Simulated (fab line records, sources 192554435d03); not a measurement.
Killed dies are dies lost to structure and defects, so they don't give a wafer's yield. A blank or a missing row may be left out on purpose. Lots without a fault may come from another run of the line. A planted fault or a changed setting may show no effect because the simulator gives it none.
fab line records | flow n5_finfet
record lots=9 wafers=27 last_day=17
route steps=1938 shown BEOL_M10@1485
lots that met no fault: from a run of the same line without faults
start_h: hours from the record's first day to the start of the lot's first wafer shown | wait_h: hours since the lot's step before | " the same as in the row above | L1.1+2: a row that stands for several wafers | - no value, or no start given | * or withheld: withheld | < > ~ a bound
route shown NAME@n: a module of which the file shows steps, and the number in the route of the first | usual: mean/standard deviation of fault-free wafers | same: alike in all rows | chamber/n: place in a boat | sites: the reading at each site | _std_site: their standard deviation | _edge_site: outer sites' mean less inner sites' | radius_mm: how far each site lies from the wafer's centre | mask NAME#n: copy n | behind: the tool/chamber that last shaped the wafer | hold: why the lot was held/for how many hours/how that ended | device: the transistor (n, p or np) that didn't switch | end of line: the same wafers' tests at the end of the route | a step without rows: its recipe alone | killed: dies lost to structure and defects at the first sort, not the wafer's yield | map: a wafer's dies, x killed, . not, _ none there
set.NAME: the setting as run; set.NAME@STEP: as run at that earlier step | model.NAME: the simulator's own value behind a step, which no gauge read
steps of the route over a sample of lots; a table a step, a row a wafer
services: from which hour (start_h, from the record's first day; less than 0 if before it) a tool's chamber was out of use, for how many hours, and why
## steps
# step N5_BEOL_M10_INSPECT_13
# recipe mode=adi inspect_instrument=brightfield
# usual raw_defect_count=413/87
# columns lot.wafer tool chamber start_h wait_h raw_defect_count
L430.1 defect_inspect-02 - 225.84 0.0 365
L430.3 " - " " 437
L430.4 " - " " 374
L438.2 defect_inspect-02 - 271.10 0.0 442
L438.4 " - " " 460
L438.5 " - " " 361
L439.2 defect_inspect-02 - 279.56 0.0 492
L439.5 " - " " 525
L439.6 " - " " 518
L440.2 defect_inspect-01 - 296.47 0.0 270
L440.3 " - " " 448
L440.4 " - " " 386
L444.1 defect_inspect-02 - 306.21 0.0 446
L444.3 " - " " 494
L444.4 " - " " 434
L446.2 defect_inspect-02 - 309.53 0.0 358
L446.3 " - " " 489
L446.5 " - " " 582
L447.4 defect_inspect-02 - 332.65 0.0 565
L447.5 " - " " 397
L447.6 " - " " 557
L452.3 defect_inspect-01 - 364.31 0.0 351
L452.4 " - " " 263
L452.6 " - " " 487
L450.1 defect_inspect-01 - 364.69 0.0 365
L450.3 " - " " 277
L450.4 " - " " 469
# step N5_BEOL_M10_INSPECT_30
# recipe mode=adi inspect_instrument=brightfield
# usual raw_defect_count=418/87
# columns lot.wafer tool chamber start_h wait_h raw_defect_count
L430.1 defect_inspect-02 - 227.54 0.0 353
L430.3 " - " " 405
L430.4 " - " " 374
L438.2 defect_inspect-01 - 273.71 0.0 410
L438.4 " - " " 459
L438.5 " - " " 347
L439.2 defect_inspect-02 - 281.98 0.0 479
L439.5 " - " " 544
L439.6 " - " " 510
L440.2 defect_inspect-01 - 299.27 0.0 278
L440.3 " - " " 452
L440.4 " - " " 393
L444.1 defect_inspect-01 - 308.59 0.0 452
L444.3 " - " " 505
L444.4 " - " " 433
L446.2 defect_inspect-02 - 311.16 0.0 351
L446.3 " - " " 495
L446.5 " - " " 582
L447.4 defect_inspect-02 - 334.90 0.0 564
L447.5 " - " " 409
L447.6 " - " " 567
L452.3 defect_inspect-02 - 367.26 0.0 368
L452.4 " - " " 252
L452.6 " - " " 535
L450.1 defect_inspect-01 - 367.43 0.0 356
L450.3 " - " " 312
L450.4 " - " " 533
# step N5_BEOL_M10_TRENCH_ETCH_37
# recipe chemistry=C4F6/O2 target_depth_a=1488.3 target=SiCOH_lowk time_s=48 ion_energy_ev=250 pressure_mtorr=30 source_w=345 bias_w=185 Ar_flow_sccm=300 C4F6_flow_sccm=10 O2_flow_sccm=10
# usual bias_w=185.1/0.49 drypump_motor_current_A=5.7/0.52 oes_f_703_au=0.79/0.086 oes_o_777_au=0.79/0.084 oes_product_au=0.78/0.091 rf_fwd_power_W=341.2/1.7 rf_vpp_V=664/14 showerhead_plenum_p_Torr=2.80/0.1 throttle_valve_pct=21.01/0.21
# columns lot.wafer tool chamber start_h wait_h bias_w drypump_motor_current_A oes_f_703_au oes_o_777_au oes_product_au rf_fwd_power_W rf_hours_counter_h rf_vpp_V showerhead_plenum_p_Torr throttle_valve_pct
L430.1 rie_diel-04 1 228.22 - 185.6 5.8 0.87 0.87 0.84 340.6 63 637 2.90 21.25
L430.3 " 3 " " 185.0 4.9 0.73 0.72 0.71 340.6 176 668 2.73 21.23
L430.4 " 0 " " 184.7 6.0 0.75 0.76 0.74 341.3 150 657 2.96 21.09
L438.2 rie_diel-05 0 274.06 - 184.8 5.8 0.71 0.72 0.71 340.4 218 674 2.79 21.23
L438.4 " 1 " " 184.4 6.1 0.74 0.73 0.71 339.8 228 643 2.67 21.13
L438.5 " 2 " " 185.4 6.5 0.77 0.77 0.76 339.5 - 690 2.82 20.79
L439.2 rie_diel-05 0 282.32 - 184.9 5.7 0.51 0.54 0.67 257.2 221 775 2.79 21.21
L439.5 " 2 " " 185.5 6.5 0.76 0.76 0.76 338.0 - 688 2.82 20.78
L439.6 " 1 " " 184.8 6.2 0.74 0.73 0.71 339.3 - 641 2.67 21.13
L440.2 rie_diel-05 2 299.62 - 185.2 6.5 0.76 0.75 0.76 338.3 175 690 2.81 20.79
L440.3 " 3 " " 184.6 5.4 0.75 0.76 0.73 342.1 211 675 2.82 21.05
L440.4 " 0 " " 185.0 5.7 0.51 0.53 0.66 257.5 227 775 2.79 21.22
L444.1 rie_diel-06 0 308.93 - 184.8 6.4 0.88 0.89 0.92 342.0 30 661 2.80 20.80
L444.3 " 1 " " 184.7 5.6 0.71 0.71 0.70 341.2 229 654 2.60 21.21
L444.4 " 2 " " 185.7 5.6 0.86 0.86 0.85 342.4 65 666 2.86 20.63
L446.2 rie_diel-04 3 311.50 - 184.9 4.9 0.71 0.71 0.70 340.9 203 669 2.72 21.28
L446.3 " 0 " " 184.9 6.0 0.73 0.74 0.72 340.1 179 656 2.95 21.15
L446.5 " 1 " " 185.6 5.8 0.83 0.83 0.81 340.7 - 639 2.88 21.29
L447.4 rie_diel-06 3 336.92 - 185.1 5.1 0.82 0.82 0.83 341.8 67 669 2.77 20.83
L447.5 " 3 " " 185.1 5.1 0.82 0.82 0.83 341.6 - 667 2.77 20.83
L447.6 " 2 " " 185.0 5.6 0.85 0.84 0.84 343.0 - 668 2.85 20.64
L452.3 rie_diel-06 2 368.22 - 185.3 5.6 0.83 0.84 0.83 340.6 86 667 2.85 20.65
L452.4 " 2 " " 184.8 5.6 0.83 0.83 0.82 340.9 - 668 2.85 20.65
L452.6 " 3 " " 185.4 5.1 0.80 0.81 0.81 344.4 - 668 2.76 20.84
L450.1 rie_diel-05 1 368.35 - 184.6 6.2 0.99 0.97 0.96 339.5 10 651 2.99 20.91
L450.3 " 0 " " 184.6 5.7 0.98 1.00 0.99 340.7 1 673 2.78 20.89
L450.4 " 3 " " 185.8 5.4 0.73 0.73 0.72 341.6 243 675 2.81 21.10
# step N5_BEOL_M10_OCD_MEAS_38
# usual trench_depth_nm=149.8/2.7
# columns lot.wafer tool chamber start_h wait_h trench_depth_nm
L430.1 ocd-02 - 228.40 - 147.0
L430.3 " - " " 149.4
L430.4 " - " " 149.1
L438.2 ocd-01 - 274.24 - 146.3
L438.4 " - " " 148.3
L438.5 " - " " 148.9
L439.2 ocd-01 - 282.51 - 131.3
L439.5 " - " " 148.9
L439.6 " - " " 151.5
L440.2 ocd-01 - 299.80 - 151.3
L440.3 " - " " 154.5
L440.4 " - " " 132.8
L444.1 ocd-02 - 309.12 - 149.4
L444.3 " - " " 147.8
L444.4 " - " " 152.7
L446.2 ocd-01 - 311.69 - 151.1
L446.3 " - " " 147.8
L446.5 " - " " 149.1
L447.4 ocd-01 - 337.10 - 152.6
L447.5 " - " " 151.2
L447.6 " - " " 152.6
L452.3 ocd-01 - 368.40 - 152.2
L452.4 " - " " 152.1
L452.6 " - " " 150.5
L450.1 ocd-02 - 368.53 - 154.2
L450.3 " - " " 150.7
L450.4 " - " " 156.7
# step N5_BEOL_M10_PRE_CLEAN_45
# recipe gas=H2/He time_s=30 temp_c=250
# usual heater_power_w=349/23
# columns lot.wafer tool chamber start_h wait_h heater_power_w
L430.1 pvd_sputter-02 - 229.53 0.0 350
L430.3 " - " " 385
L430.4 " - " " 355
L438.2 pvd_sputter-03 - 275.15 0.0 349
L438.4 " - " " 323
L438.5 " - " " 337
L439.2 pvd_sputter-03 - 283.15 0.0 350
L439.5 " - " " 347
L439.6 " - " " 318
L440.2 pvd_sputter-01 - 300.38 0.0 356
L440.3 " - " " 316
L440.4 " - " " 342
L444.1 pvd_sputter-02 - 309.71 0.0 378
L444.3 " - " " 350
L444.4 " - " " 348
L446.2 pvd_sputter-03 - 312.48 0.0 333
L446.3 " - " " 335
L446.5 " - " " 325
L447.4 pvd_sputter-01 - 337.90 0.0 332
L447.5 " - " " 344
L447.6 " - " " 355
L452.3 pvd_sputter-01 - 369.14 0.0 360
L452.4 " - " " 324
L452.6 " - " " 359
L450.1 pvd_sputter-03 - 369.28 0.0 401
L450.3 " - " " 339
L450.4 " - " " 344
# step N5_BEOL_M10_THK_MEAS_53
# recipe thk_meas_gauge=xrf reads=Cu_of_BEOL_M10_ECD_50
# usual M10_THK=142.8/2.8
# columns lot.wafer tool chamber start_h wait_h M10_THK[nm]
L430.1 film_metro-01 - 231.64 - 142.2
L430.3 " - " " 142.9
L430.4 " - " " 141.9
L438.2 film_metro-01 - 277.37 - 139.6
L438.4 " - " " 144.8
L438.5 " - " " 142.6
L439.2 film_metro-02 - 284.61 - 124.4
L439.5 " - " " 142.0
L439.6 " - " " 144.1
L440.2 film_metro-02 - 301.98 - 143.8
L440.3 " - " " 148.0
L440.4 " - " " 125.2
L444.1 film_metro-02 - 312.11 - 142.4
L444.3 " - " " 139.9
L444.4 " - " " 144.1
L446.2 film_metro-01 - 314.80 - 143.4
L446.3 " - " " 140.5
L446.5 " - " " 141.9
L447.4 film_metro-01 - 339.23 - 142.8
L447.5 " - " " 141.5
L447.6 " - " " 145.8
L452.3 film_metro-01 - 370.77 - 147.5
L452.4 " - " " 146.9
L452.6 " - " " 145.8
L450.1 film_metro-02 - 370.85 - 146.0
L450.3 " - " " 143.3
L450.4 " - " " 149.5
# step N5_BEOL_M10_RS_MEAS_57
# recipe thk_meas_gauge=four-point-probe reads=Cu_of_BEOL_M10_ECD_50+Co_of_BEOL_M10_CVD_75+TaN_of_BEOL_M10_ALD_74
# usual M10_RS=0.150/0.0034
# columns lot.wafer tool chamber start_h wait_h M10_RS[ohm/sq]
L430.1 film_metro-01 - 231.78 0.1 0.151
L430.3 " - " " 0.151
L430.4 " - " " 0.151
L438.2 film_metro-01 - 277.51 0.1 0.155
L438.4 " - " " 0.149
L438.5 " - " " 0.151
L439.2 film_metro-02 - 284.74 0.1 0.174
L439.5 " - " " 0.149
L439.6 " - " " 0.148
L440.2 film_metro-01 - 302.12 0.1 0.149
L440.3 " - " " 0.143
L440.4 " - " " 0.174
L444.1 film_metro-02 - 312.24 0.1 0.150
L444.3 " - " " 0.153
L444.4 " - " " 0.148
L446.2 film_metro-01 - 314.93 0.1 0.149
L446.3 " - " " 0.153
L446.5 " - " " 0.151
L447.4 film_metro-02 - 339.37 0.0 0.151
L447.5 " - " " 0.152
L447.6 " - " " 0.147
L452.3 film_metro-02 - 370.91 0.1 0.146
L452.4 " - " " 0.146
L452.6 " - " " 0.148
L450.1 film_metro-02 - 370.98 0.1 0.146
L450.3 " - " " 0.149
L450.4 " - " " 0.142
## services
# columns tool chamber start_h hours kind
rie_diel-06 0 204.57 - clean
rie_diel-06 0 204.57 - consumable_replace:focus_ring
rie_diel-06 0 204.57 14.5 scheduled_down
rie_diel-06 0 204.57 14.5 vent_cycle
rie_diel-05 - 219.24 0.6 repair
rie_diel-06 - 226.50 4.3 pm
pvd_sputter-02 - 238.19 1.5 repair
rie_diel-06 2 244.62 10.0 repair
rie_diel-05 1 249.20 16.5 repair
rie_diel-04 3 277.18 5.2 repair
pvd_sputter-02 - 285.64 5.0 repair
rie_diel-05 1 327.80 - clean
rie_diel-05 1 327.80 - consumable_replace:focus_ring
rie_diel-05 1 327.80 - consumable_replace:showerhead
rie_diel-05 1 327.80 14.5 scheduled_down
rie_diel-05 1 327.80 14.5 vent_cycle
rie_diel-04 - 328.49 15.6 pm
pvd_sputter-03 - 338.72 1.8 repair
rie_diel-05 0 347.40 - clean
rie_diel-05 0 347.40 - consumable_replace:focus_ring
rie_diel-05 0 347.40 19.4 scheduled_down
rie_diel-05 0 347.40 19.4 vent_cycle
rie_diel-06 1 367.37 - clean
rie_diel-06 1 367.37 - consumable_replace:esc
## key
first_sign step=N5_BEOL_M10_TRENCH_ETCH_37 reading=rf_fwd_power_W direction=down sigmas=51 usual=* struck=*
effect step=N5_BEOL_M10_TRENCH_ETCH_37 reading=rf_vpp_V direction=up sigmas=8.1 usual=664 struck=775
effect step=N5_BEOL_M10_OCD_MEAS_38 reading=trench_depth_nm direction=down sigmas=6.6 usual=149.8 struck=132.1
effect step=N5_BEOL_M10_THK_MEAS_53 reading=M10_THK direction=down sigmas=6.4 usual=142.8 struck=124.8
effect step=N5_BEOL_M10_RS_MEAS_57 reading=M10_RS direction=up sigmas=7 usual=0.150 struck=0.174
met_at N5_BEOL_M10_TRENCH_ETCH_37
struck_lots L439,L440
struck_wafers L439.2,L440.4
not_acting_at N5_BEOL_M10_INSPECT_13,N5_BEOL_M10_INSPECT_30,N5_BEOL_M10_PRE_CLEAN_45
onset_between 274.06 282.32
fault kind=process_parameter_drift tool=rie_diel-05 chamber=0 onset_h=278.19 steps=N5_BEOL_M10_TRENCH_ETCH_37 channel=source_w offset=-82.8 shape=step end_h=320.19 acts_in=these_recipes_only stated=345
